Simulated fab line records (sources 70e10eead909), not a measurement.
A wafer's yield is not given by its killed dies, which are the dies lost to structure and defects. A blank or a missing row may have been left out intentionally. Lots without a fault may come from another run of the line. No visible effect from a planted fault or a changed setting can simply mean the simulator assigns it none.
fab line records	flow nandHarc
[record] lots = 6	wafers = 18	lastDay = 32
route steps=1302 shown A_STAIRCASE@725 END@1302
lots that met no fault: taken from a fault-free run of the same line
startH: hours from the record's opening day to when the first of the lot's shown wafers began	waitH: hours since the lot's step before	" repeats the value in the row above	L1.1+2: one row covering several wafers at once	- no value, or no start was given	* or withheld: withheld	< > ~ a bound
route shown NAME@n: names a module that has steps shown in the file, with the first one's number in the route	usual: average and standard deviation across the fault-free wafers	same: alike in all rows	chamber/n: place in a boat	sites: per-site readings	_std_site: standard deviation across them	_edge_site: inner sites' mean taken away from outer sites' mean	radiusMm: for every site, how far away it sits from the centre of the wafer	mask NAME#n: copy n	behind: the last tool/chamber to shape the wafer	hold: the reason the lot was held/the length of the hold in hours/how it ended	device: the transistor (n, p or np) that didn't switch	end of line: the tests these same wafers got at the end of their route	step lacking rows: just its recipe	killed: dies that structure and defects cost at the first sort, which is not the same as the wafer's yield	map: shows each die of a wafer: x if killed, . if not, _ if none is there
set.NAME: the setting that was run; set.NAME@STEP: the one run at that earlier step	model.NAME: the simulator's own value behind a step, which no gauge read
a table for each step, a row for each wafer; lots at some steps of the route
services: the hour from which a tool's chamber was out of use, counted from the record's first day as startH (under 0 if before that day), plus the number of hours and why
[[steps]]
[step NHARC_A_STAIRCASE_COAT_211]
[recipe] spinRpm = 1200
[step NHARC_A_STAIRCASE_SOFTBAKE_212]
[recipe] tempC = 135	timeS = 170
[step NHARC_A_STAIRCASE_EBR_213]
[step NHARC_A_STAIRCASE_EXPOSE_214]
[recipe] na = 0.5	doseMj = 31.26	maskId = STAIR_3
[step NHARC_A_STAIRCASE_PEB_215]
[recipe] pebTempC = 115	pebTimeS = 130
[step NHARC_A_STAIRCASE_DEVELOP_216]
[recipe] timeS = 140
[step NHARC_A_STAIRCASE_HARDBAKE_218]
[recipe] tempC = 120	timeS = 140
[step NHARC_A_STAIRCASE_DESCUM_219]
[recipe] timeS = 3	o2FlowSccm = 200	arFlowSccm = 0	biasPowerW = 0	chemistry = O2
[usual] drypumpMotorCurrentA = 5.6/0.46	oesProductAu = 1.000/0.0098	rfVppV = 57.6/0.87	showerheadPlenumPTorr = 1.89/0.08	throttleValvePct = 11.312/0.0092
lot.wafer	tool	chamber	startH	waitH	drypumpMotorCurrentA	oesProductAu	rfHoursCounterH	rfVppV	showerheadPlenumPTorr	throttleValvePct
L831.1	rieDiel-08	2	338.28	-	6.1	0.993	53	56.2	1.82	11.302
L831.4	"	3	"	"	5.8	1.003	50	57.3	1.85	11.316
L831.5	"	3	"	"	5.8	1.005	-	57.1	1.85	11.315
L837.4	rieDiel-08	2	394.58	-	6.1	0.998	17	56.7	1.81	11.319
L837.2	"	3	"	"	5.8	1.010	20	59.1	1.84	11.297
L837.6	"	3	"	"	5.8	1.011	-	57.3	1.84	11.305
L840.3	rieDiel-01	1	432.36	-	5.8	0.999	23	56.4	1.77	11.310
L840.4	"	3	"	"	5.5	0.985	17	59.0	1.98	11.321
L840.5	"	1	"	"	5.8	0.994	-	57.7	1.77	11.309
L839.1	rieDiel-08	1	432.51	-	5.6	0.986	22	57.0	1.86	11.311
L839.6	"	3	"	"	5.8	1.006	-	56.9	1.84	11.323
L839.5	"	0	"	"	4.9	0.997	-	59.3	1.94	11.318
L845.1	rieDiel-01	2	476.85	-	5.9	1.002	39	59.1	2.01	11.318
L845.3	"	3	"	"	5.5	1.015	38	57.0	1.97	11.308
L845.6	"	2	"	"	5.9	0.998	-	59.0	2.01	11.312
L850.1	rieDiel-01	0	546.31	-	4.9	1.006	0	57.8	1.86	11.330
L850.5	"	0	"	"	4.9	1.006	-	57.6	1.86	11.340
L850.6	"	1	"	"	5.8	1.003	-	58.5	2.08	11.315
[step NHARC_A_STAIRCASE_TRIM_220]
[recipe] timeS = 211.2	o2FlowSccm = 500	arFlowSccm = 0	biasW = 0	chemistry = O2
[usual] drypumpMotorCurrentA = 5.5/0.46	oesProductAu = 1.002/0.0093	rfVppV = 57.7/0.84	showerheadPlenumPTorr = 3.49/0.14	throttleValvePct = 17.037/0.0095
lot.wafer	tool	chamber	startH	waitH	drypumpMotorCurrentA	oesProductAu	rfHoursCounterH	rfVppV	showerheadPlenumPTorr	throttleValvePct
L831.4	rieDiel-08	1	338.39	0.1	5.6	1.012	57	58.1	3.44	17.034
L831.1	"	2	"	"	6.1	0.986	53	58.0	3.36	17.026
L831.5	"	3	"	"	5.8	1.011	-	57.3	3.41	17.053
L837.4	rieDiel-08	1	394.67	0.1	5.6	0.993	14	57.9	3.43	17.042
L837.2	"	0	"	"	5.0	1.004	19	58.5	3.59	17.052
L837.6	"	1	"	"	5.6	0.995	-	57.7	3.43	17.048
L840.4	rieDiel-01	1	432.43	0.1	5.8	0.994	24	57.5	3.29	17.036
L840.3	"	2	"	"	5.9	0.997	22	58.8	3.70	17.048
L840.5	"	2	"	"	5.9	1.007	-	59.9	3.70	17.037
L839.1	rieDiel-08	2	432.61	0.1	6.1	1.008	25	58.0	3.35	17.047
L839.5	"	0	"	"	5.0	1.015	-	57.7	3.58	17.022
L839.6	"	1	"	"	5.6	0.994	-	57.6	3.43	17.037
L845.3	rieDiel-01	1	476.95	0.1	5.8	1.001	38	57.7	3.28	17.027
L845.1	"	2	"	"	5.9	0.991	39	60.2	3.69	17.043
L845.6	"	0	"	"	4.9	0.991	-	57.3	3.45	17.051
L850.1	rieDiel-01	2	546.42	0.1	5.9	1.006	1	58.4	3.68	17.020
L850.5	"	0	"	"	4.9	1.017	-	56.3	3.44	17.027
L850.6	"	1	"	"	5.8	1.010	-	58.2	3.81	17.033
[step NHARC_A_STAIRCASE_ETCH_221]
[recipe] targetDepthA = 1000	timeS = 40.5	ionEnergyEv = 400	c4f8FlowSccm = 20	o2FlowSccm = 10	arFlowSccm = withheld	rfW = 600	biasW = 1000	chemistry = C4F8/O2
[usual] oesProductAu = 0.944/0.015	rfVppV = 895/5.1	runLengthS = 61.9/0.53
lot.wafer	tool	chamber	startH	waitH	oesProductAu	rfHoursCounterH	rfVppV	runLengthS
L831.1	rieDiel-08	3	-	-	0.942	50	893	61.7
L831.4	"	1	"	"	0.969	57	893	62.0
L831.5	"	3	"	"	0.944	-	892	62.1
L837.2	rieDiel-08	3	-	-	0.950	20	892	61.7
L837.4	"	1	"	"	0.942	14	893	61.9
L837.6	"	3	"	"	0.956	-	891	61.5
L840.4	rieDiel-01	0	-	-	0.953	20	894	61.5
L840.3	"	3	"	"	0.942	17	901	61.7
L840.5	"	0	"	"	0.940	-	893	61.9
L839.1	rieDiel-08	1	-	-	0.925	22	893	61.9
L839.5	"	2	"	"	0.935	-	890	62.6
L839.6	"	3	"	"	0.942	-	891	61.5
L845.1	rieDiel-01	1	-	-	0.940	38	886	60.9
L845.3	"	3	"	"	0.951	38	900	61.7
L845.6	"	1	"	"	0.928	-	887	61.0
L850.1	rieDiel-01	1	-	-	0.947	1	905	61.5
L850.6	"	1	"	"	0.941	-	904	61.4
L850.5	"	2	"	"	0.958	-	901	63.0
[step NHARC_A_STAIRCASE_TRIM_222]
[recipe] timeS = 211.2	o2FlowSccm = 500	arFlowSccm = 0	biasW = 0	chemistry = O2
[usual] drypumpMotorCurrentA = 5.6/0.45	oesProductAu = 1.002/0.011	rfVppV = 57.6/0.92	showerheadPlenumPTorr = 3.49/0.14	throttleValvePct = 17.036/0.0089
lot.wafer	tool	chamber	startH	waitH	drypumpMotorCurrentA	oesProductAu	rfHoursCounterH	rfVppV	showerheadPlenumPTorr	throttleValvePct
L831.1	rieDiel-08	1	-	-	5.6	1.017	57	58.5	3.44	17.040
L831.4	"	2	"	"	6.1	0.997	53	57.9	3.36	17.028
L831.5	"	2	"	"	6.2	1.002	-	57.1	3.36	17.040
L837.4	rieDiel-08	3	-	-	5.8	0.999	21	57.9	3.40	17.042
L837.2	"	1	"	"	5.6	0.985	14	58.5	3.43	17.049
L837.6	"	2	"	"	6.1	0.986	-	56.8	3.35	17.038
L840.3	rieDiel-01	0	-	-	4.9	1.008	20	57.3	3.46	17.021
L840.4	"	1	"	"	5.8	0.996	24	56.9	3.29	17.040
L840.5	"	3	"	"	5.5	1.009	-	58.1	3.64	17.026
L839.1	rieDiel-08	2	-	-	6.1	0.988	25	58.3	3.35	17.029
L839.6	"	0	"	"	5.0	1.008	-	57.9	3.58	17.030
L839.5	"	1	"	"	5.6	0.999	-	57.2	3.43	17.032
L845.1	rieDiel-01	3	-	-	5.5	1.007	38	60.2	3.63	17.057
L845.3	"	1	"	"	5.8	0.998	38	56.6	3.28	17.036
L845.6	"	3	"	"	5.5	1.015	-	58.0	3.63	17.022
L850.1	rieDiel-01	1	-	-	5.8	1.003	1	59.2	3.81	17.048
L850.6	"	1	"	"	5.8	1.014	-	58.0	3.81	17.032
L850.5	"	2	"	"	5.9	1.024	-	57.0	3.68	17.035
[step NHARC_A_STAIRCASE_ETCH_223]
[recipe] targetDepthA = 1000	timeS = 40.5	ionEnergyEv = 400	c4f8FlowSccm = 20	o2FlowSccm = 10	arFlowSccm = withheld	rfW = 600	biasW = 1000	chemistry = C4F8/O2
[usual] oesProductAu = 0.944/0.01	rfVppV = 895/5.1	runLengthS = 61.9/0.49
lot.wafer	tool	chamber	startH	waitH	oesProductAu	rfHoursCounterH	rfVppV	runLengthS
L831.1	rieDiel-08	0	338.75	-	0.955	50	899	62.1
L831.4	"	2	"	"	0.942	53	889	62.3
L831.5	"	0	"	"	0.940	-	899	62.1
L837.2	rieDiel-08	0	395.05	-	0.965	19	897	72.7
L837.4	"	3	"	"	0.963	21	892	61.7
L837.6	"	1	"	"	0.953	-	894	61.9
L840.3	rieDiel-01	1	432.82	-	0.942	24	886	61.4
L840.4	"	3	"	"	0.942	17	900	62.1
L840.5	"	1	"	"	0.949	-	885	61.0
L839.1	rieDiel-08	0	432.97	-	0.940	29	899	72.5
L839.6	"	3	"	"	0.960	-	891	61.8
L839.5	"	0	"	"	0.940	-	899	72.5
L845.1	rieDiel-01	0	477.32	-	0.948	37	893	61.9
L845.3	"	1	"	"	0.937	38	886	61.2
L845.6	"	3	"	"	0.937	-	900	61.7
L850.1	rieDiel-01	0	546.85	-	0.942	1	892	61.9
L850.6	"	0	"	"	0.946	-	893	62.1
L850.5	"	1	"	"	0.936	-	905	61.2
[step NHARC_A_STAIRCASE_TRIM_224]
[recipe] timeS = 211.2	o2FlowSccm = 500	arFlowSccm = 0	biasW = 0	chemistry = O2
[usual] drypumpMotorCurrentA = 5.5/0.46	oesProductAu = 1.001/0.0094	rfVppV = 57.6/0.88	showerheadPlenumPTorr = 3.49/0.14	throttleValvePct = 17.036/0.0094
lot.wafer	tool	chamber	startH	waitH	drypumpMotorCurrentA	oesProductAu	rfHoursCounterH	rfVppV	showerheadPlenumPTorr	throttleValvePct
L831.1	rieDiel-08	3	-	-	5.8	1.012	50	57.5	3.41	17.029
L831.4	"	1	"	"	5.6	1.018	57	56.1	3.44	17.027
L831.5	"	2	"	"	6.1	0.996	-	57.7	3.36	17.039
L837.2	rieDiel-08	3	-	-	5.8	1.014	21	56.3	3.40	17.039
L837.4	"	0	"	"	4.9	1.000	19	56.9	3.59	17.036
L837.6	"	3	"	"	5.8	1.015	-	57.4	3.40	17.043
L840.4	rieDiel-01	2	-	-	5.9	0.994	22	57.7	3.70	17.039
L840.3	"	3	"	"	5.5	0.998	17	57.3	3.64	17.047
L840.5	"	0	"	"	4.9	1.009	-	57.8	3.46	17.025
L839.1	rieDiel-08	0	-	-	5.0	0.998	29	57.6	3.58	17.022
L839.5	"	2	"	"	6.1	0.987	-	57.1	3.35	17.033
L839.6	"	3	"	"	5.8	1.013	-	59.5	3.40	17.039
L845.3	rieDiel-01	0	-	-	4.9	1.006	37	57.3	3.45	17.056
L845.1	"	2	"	"	5.9	1.002	39	57.1	3.69	17.025
L845.6	"	3	"	"	5.6	1.008	-	57.0	3.63	17.044
L850.1	rieDiel-01	3	-	-	5.5	1.007	1	56.7	3.62	17.041
L850.5	"	1	"	"	5.8	1.014	-	58.8	3.81	17.042
L850.6	"	2	"	"	5.9	1.010	-	58.7	3.68	17.045
[step NHARC_END_SORT_01]
[recipe] tempC = 25
[usual] killedAtArray = 62/18	killedAtOther = 0.9/1.2	killedAtPeriphery = 4.2/2.9	killedDies = 67/17	killedOpen = 3.6/1.9	killedShort = 2.5/1.6
[same] grossDies = 677
lot.wafer	tool	chamber	startH	waitH	killedAtArray	killedAtOther	killedAtPeriphery	killedDies	killedOpen	killedShort
L837.2	prober-01	0	610.41	2.8	395	1	2	398	3	3
L839.1	prober-01	0	626.65	2.5	376	3	1	380	1	3
L839.5	prober-01	0	629.85	3.7	373	1	3	377	3	3
// killed by level:class
L837.2 A_STAIRCASE:areaEtch=323 A_CHANNEL_HOLE_D1:chamberFilmFlake=39 A_SLIT:chamberFilmFlake=20 A_CHANNEL_HOLE_D2:chamberFilmFlake=5 A_WL_FILL:chamberFilmFlake=2 P_CONTACT:geometricParticle:open=1 P_M0:geometricParticle:short=1 A_ONON_D2:geometricParticle:short=1
L839.1 A_STAIRCASE:areaEtch=325 A_SLIT:chamberFilmFlake=24 A_CONTACT:chamberFilmFlake=14 A_CHANNEL_HOLE_D1:chamberFilmFlake=5 A_CHANNEL_HOLE_D2:chamberFilmFlake=4 THIN_TSV:chamberFilmFlake=3 A_CHANNEL_FILL_D2:geometricParticle:short=2 A_WL_FILL:geometricParticle:short=1
L839.5 A_STAIRCASE:areaEtch=317 A_SLIT:chamberFilmFlake=25 A_CHANNEL_HOLE_D2:chamberFilmFlake=13 A_CONTACT:chamberFilmFlake=10 A_CHANNEL_HOLE_D1:chamberFilmFlake=3 P_M0:geometricParticle:short=2 A_CHANNEL_FILL_D2:geometricParticle:open=2 A_WL_FILL:geometricParticle:short=1
// map L837.2 (x killed, . not)
____________x____________
_________xxxxxxx_________
_______xxxxxxxxxxx_______
______xxxxxxxxxxxxx______
_____xxx.xxxxxxxxxxx_____
____xxxxxxxxxx.xxxxxx____
____xxxxxxxx.x.xxxxxx____
___xxxxxx.x...xxxxxxxx___
___xxxx.x.x.xxx.xxxxxx___
__xxxxx........xxxxxxxx__
__xxxxxx.....x.x.xxxxxx__
_xxxxxxx.........x.xxxxx_
_xxxxxx..xx....x.xx.xxxx_
_xx.x.x......x.....xxxxx_
_xxxxxx.x.....x....x.xxx_
_x..xx............x.xxxx_
x.xx...........x..x.xxxxx
xxxx...............xxxxxx
xxx.x.....x.x....xxxxxxxx
xxx.x..............xxxxxx
.x.x...........xx...xxxxx
_x.x..............xxxxxx_
_.x.......x.....xxx.xxxx_
_...............x..xxxxx_
_xx....x..x....xxxxxxxxx_
_xxx.x.......x..x...xxxx_
__xx...x...x...xxxxxxxx__
__xx.xx.........xxxxxxx__
___xx.xx.x...xx....xxx___
___xxxx.x.....x.xxxxxx___
____xxx..x.x.x.x..xxx____
____.xxxx...xx.xxxxxx____
_____xxxxx...x.xxxxx_____
______xx.xx.xxxxxxx______
_______xxxxxxxxxxx_______
_________xx.xxxx_________
____________x____________
// map L839.1 (x killed, . not)
____________x____________
_________xxxxxxx_________
_______xxxxxxxxxxx_______
______xxxxxxxxxxxxx______
_____xxxxxx.xxxxxxxx_____
____xxxxxx.xxxxxxxxxx____
____xxxxxx.xxx.xxxxxx____
___xxxx.xxxxxx.xxxxxxx___
___xxxxxx.......xxxxxx___
__xxx.xxx.....x...xxxxx__
__xxxx.............xxxx__
_xxxx............xxxxxxx_
_xxx......xx..x...xxxxxx_
_xxxx.x.............xxxx_
_xxx..........x.x...xxxx_
_xx.x..........x....xxxx_
xxxx.........x.......xxxx
xxxx.x...........xx.xxxxx
xxxx...............xxxxxx
xxxx.....x........xxxxxxx
xxxx..............x.xxxxx
_xx.x............xxxxxxx_
_xx....x...........xxxxx_
_xxx.x.............xxxxx_
_xxx...............xxxxx_
_xxxxx...........xx.xxxx_
__xxxx..x......xx.x.xxx__
__xx.x...x.x.......xxxx__
___xx...........x.xxxx___
___xxxxx.......x.xxxxx___
____x.x....x.x.xxxxxx____
____xxxxxx.xxxxxxxxxx____
_____xxx..xx.xxxxxxx_____
______xxxx..xxxxxxx______
_______xxxxxxxxxxx_______
_________xxxxxxx_________
____________x____________
[[services]]
tool	chamber	startH	hours	kind
rieDiel-08	0	324.62	-	clean
rieDiel-08	1	324.62	-	clean
rieDiel-08	2	324.62	-	clean
rieDiel-08	3	324.62	-	clean
rieDiel-01	0	337.05	-	clean
rieDiel-01	1	337.05	-	clean
rieDiel-01	2	337.05	-	clean
rieDiel-01	3	337.05	-	clean
rieDiel-08	-	344.08	9.0	pm
rieDiel-08	0	344.08	9.0	ventCycle
rieDiel-08	1	344.08	9.0	ventCycle
rieDiel-08	2	344.08	9.0	ventCycle
rieDiel-08	3	344.08	9.0	ventCycle
rieDiel-08	0	353.08	-	clean
rieDiel-08	0	353.08	-	consumableReplace:focusRing
rieDiel-08	1	353.08	-	clean
rieDiel-08	1	353.08	-	consumableReplace:focusRing
rieDiel-01	-	357.45	9.0	pm
rieDiel-08	1	388.98	4.8	repair
rieDiel-01	0	445.29	6.0	repair
rieDiel-08	-	521.13	9.0	pm
rieDiel-08	0	531.37	11.6	repair
rieDiel-01	-	534.69	9.0	pm
rieDiel-08	2	535.16	2.0	repair
[[key]]
[firstSign] step = NHARC_A_STAIRCASE_ETCH_223	reading = runLengthS	direction = up	sigmas = 22	usual = *	struck = *
[effect] step = NHARC_END_SORT_01	reading = killedDies	direction = up	sigmas = 18	usual = 67	struck = 385
[moreKillsBornAt] NHARC_A_STAIRCASE_ETCH_223@rieDiel-08 = 965
metAt NHARC_A_STAIRCASE_ETCH_223
struckWafers L837.2,L839.1,L839.5
testerLeftOut L837,L839
onsetBetween 338.75 395.05
[fault] kind = processParameterDrift	tool = rieDiel-08	chamber = 0	onsetH = 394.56	steps = NHARC_A_STAIRCASE_ETCH_223	channel = timeS	offset = *	shape = step	endH = 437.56	actsIn = *	stated = *
// testerLeftOut: of these lots the tester's yield and bins aren't shown, on N5 and GAA mostly nor the transistor test; their killed dies are dies lost to structure and defects alone, not to doping, threshold or leakage, so they don't give the yield
